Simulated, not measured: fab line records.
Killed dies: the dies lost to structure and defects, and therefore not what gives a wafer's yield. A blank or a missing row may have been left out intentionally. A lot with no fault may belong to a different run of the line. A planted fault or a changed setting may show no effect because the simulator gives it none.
Matching of chambers / flow nand-harc / NHARC_A_SGD_CUT_DEP_00 on pecvd-01 has 3 sister chambers
The step deposits SiNx, target thk 50 nm. 3 wafers are shown with their chamber, then 11 later ones without.

## EACH WAFER AND ITS CHAMBER
wafer=L092.2; chamber=2; heater-power-w (W)=588
wafer=L092.5; chamber=1; heater-power-w (W)=687
wafer=L093.1; chamber=0; heater-power-w (W)=759

## WAFERS MISSING THEIR CHAMBER
wafer=L093.3; heater-power-w (W)=705
wafer=L093.4; heater-power-w (W)=739
wafer=L095.3; heater-power-w (W)=580
wafer=L095.4; heater-power-w (W)=592
wafer=L095.5; heater-power-w (W)=711
wafer=L096.1; heater-power-w (W)=727
wafer=L096.4; heater-power-w (W)=660
wafer=L096.5; heater-power-w (W)=715
wafer=L097.1; heater-power-w (W)=646
wafer=L097.2; heater-power-w (W)=783
wafer=L097.3; heater-power-w (W)=690

## WHICH CHAMBER EACH WENT THROUGH
wafer=L093.3; from the rows above=can't be placed: 1 or 0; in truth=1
wafer=L093.4; from the rows above=can't be placed: 0 or 1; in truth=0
wafer=L095.3; from the rows above=2; in truth=2
wafer=L095.4; from the rows above=2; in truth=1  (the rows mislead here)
wafer=L095.5; from the rows above=can't be placed: 1 or 0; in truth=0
wafer=L096.1; from the rows above=can't be placed: 0 or 1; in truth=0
wafer=L096.4; from the rows above=can't be placed: 1 or 2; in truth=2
wafer=L096.5; from the rows above=can't be placed: 1 or 0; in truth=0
wafer=L097.1; from the rows above=can't be placed: 1 or 2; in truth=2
wafer=L097.2; from the rows above=0; in truth=0
wafer=L097.3; from the rows above=1; in truth=1
Correct placement for 3 of the 11. These rows do not allow placing 7 (true chamber among the candidates in 7). 1 placed wrongly.
How it was worked out, from the rows above alone: a wafer's distance from a chamber is the root of the sum, over the readings, of the square of ((its reading less the chamber's mean) divided by the reading's scatter). If the next closest chamber is less than 2 further off than the closest, the wafer can't be placed; otherwise it belongs to the closest. The mean given for a chamber averages the wafers shown for that chamber. The scatter (one wafer shown for each chamber): square how far every hidden wafer sits from the nearest shown wafer, average those squares and take the square root.
